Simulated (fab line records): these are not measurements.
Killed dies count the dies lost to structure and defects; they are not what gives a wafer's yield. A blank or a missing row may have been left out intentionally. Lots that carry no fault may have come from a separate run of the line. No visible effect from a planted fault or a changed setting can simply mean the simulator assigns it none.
Comparing a struck lot with a sound one | flow nandHarc | 14 steps out of a route of 1159
Sound: the wafers L991.2, L991.4, L991.6. Wafers L999.1, L999.3, L999.5 were the ones struck. At the end, the cause is stated.
Order at every step that has rows: each side's tool, ch and its chambers, its first start. Under that, the readings that differ: sound wafers | struck wafers | difference of the means | sigmas: that difference in standard deviations of wafers without a fault.
alike: a reading whose means differ by less than 2 such deviations, as well as words and numbers matching on both sides. not compared: withheld readings; readings where some wafer has no value; bounds like >300 that might hide an equal value; numbers whose values overlap and for which the record gives no deviation.
Wherever a step has rows on one side only, a row that says differs or no value, or a row with sigmas, the two part there. Numbers that don't overlap but have no deviation are shown without sigmas and don't part them. Lack of a reading on every wafer of one side parts them only where that side has two or more wafers.

first, 1 step without rows for these wafers: NHARC_A_CHANNEL_HOLE_D1_ETCH_44 (etches the open film in CF4/O2, target depth 140 nm, overetch 14 nm, time 77 s).
NHARC_A_CHANNEL_HOLE_D1_STRIP_27: strips in O2.
  sound on rieDiel-12 ch 1,3; struck on rieDiel-11 ch 1,2
reading              | sound                | struck               | difference | sigmas
throttleValvePct (%) | 17.041 17.039 17.043 | 17.029 17.027 17.013 | -0.018     | -2
  alike: drypumpMotorCurrentA, oesProductAu, rfVppV, showerheadPlenumPTorr
  not compared: rfHoursCounterH
then, 2 steps without rows for these wafers: NHARC_A_CHANNEL_HOLE_D1_PRECLEAN_28 (cleans in SC1); NHARC_A_CHANNEL_HOLE_D1_SRD_29.
NHARC_A_CHANNEL_HOLE_D1_CD_MEAS_30:
  sound: cdSem-01 at day 10 21:55; struck: cdSem-03 at day 12 14:29
  alike: cdNm
NHARC_A_CHANNEL_HOLE_D1_XSEM_31:
  sound on xsem-02 ch 0, day 10 22:01; struck on xsem-02 ch 0, day 12 14:35
reading    | sound          | struck         | difference | sigmas
bowNm (nm) | 8.80 8.81 8.73 | 8.17 8.14 8.25 | -0.59      | -3
  alike: botCdNm, tiltDeg
NHARC_A_CHANNEL_HOLE_D1_INSPECT_40:
  sound: defectInspect-01 at day 10 22:07; struck: defectInspect-02 at day 12 14:41
  alike: rawDefectCount
then, 2 steps without rows for these wafers: NHARC_A_CHANNEL_FILL_D1_PRECLEAN_00 (cleans in SC1); NHARC_A_CHANNEL_FILL_D1_SRD_01.
NHARC_A_CHANNEL_FILL_D1_ALD_02: deposits SiO2, target thk 6 nm, pulse time 10 s, ald cycles 60.
  sound on aldHk-04 ch 0,1,3, day 10 23:00; struck on aldHk-04 ch 2,3, day 12 14:53
  alike: aldCycles, heaterPowerW, precursorPulseHeightRel, susceptorTempC
then, 1 step without rows for these wafers: NHARC_A_CHANNEL_FILL_D1_ALD_03 (deposits SiNx, target thk 6 nm, pulse time 60 s, ald cycles 58).
NHARC_A_CHANNEL_FILL_D1_ALD_14: deposits SiO2, target thk 2.5 nm, pulse time 10 s, ald cycles 25.
  sound on aldHk-01 ch 0,3, day 11 05:04; struck on aldHk-01 ch 0,1,2, day 12 22:58
  alike: aldCycles, heaterPowerW, precursorPulseHeightRel, susceptorTempC
NHARC_A_CHANNEL_FILL_D1_ALD_15: deposits SiNx, target thk 2 nm, pulse time 60 s, ald cycles 19.
  sound on aldSinBatch-01 ch 0, day 11 08:08; struck on aldSinBatch-01 ch 0, day 13 02:06
reading   | sound    | struck   | difference | sigmas
aldCycles | 19 19 19 | 20 20 20 | +1         | 
  alike: precursorPulseHeightRel, susceptorTempC
NHARC_A_CHANNEL_FILL_D1_ALD_16: deposits SiO2, target thk 1.5 nm, pulse time 10 s, ald cycles 15.
  sound on aldHk-02 ch 1,2,3, day 11 10:24; struck on aldHk-02 ch 2,3, day 13 04:10
  alike: aldCycles, heaterPowerW, precursorPulseHeightRel, susceptorTempC

== WHERE THEY PART ==
Last at NHARC_A_CHANNEL_HOLE_D1_XSEM_31 as far as this record goes, first at NHARC_A_CHANNEL_HOLE_D1_STRIP_27. Later steps at which nothing parts them and some readings are alike: NHARC_A_CHANNEL_HOLE_D1_INSPECT_40, NHARC_A_CHANNEL_FILL_D1_ALD_02, NHARC_A_CHANNEL_FILL_D1_ALD_14, NHARC_A_CHANNEL_FILL_D1_ALD_15, NHARC_A_CHANNEL_FILL_D1_ALD_16.

WHY: what had been put in by the simulator
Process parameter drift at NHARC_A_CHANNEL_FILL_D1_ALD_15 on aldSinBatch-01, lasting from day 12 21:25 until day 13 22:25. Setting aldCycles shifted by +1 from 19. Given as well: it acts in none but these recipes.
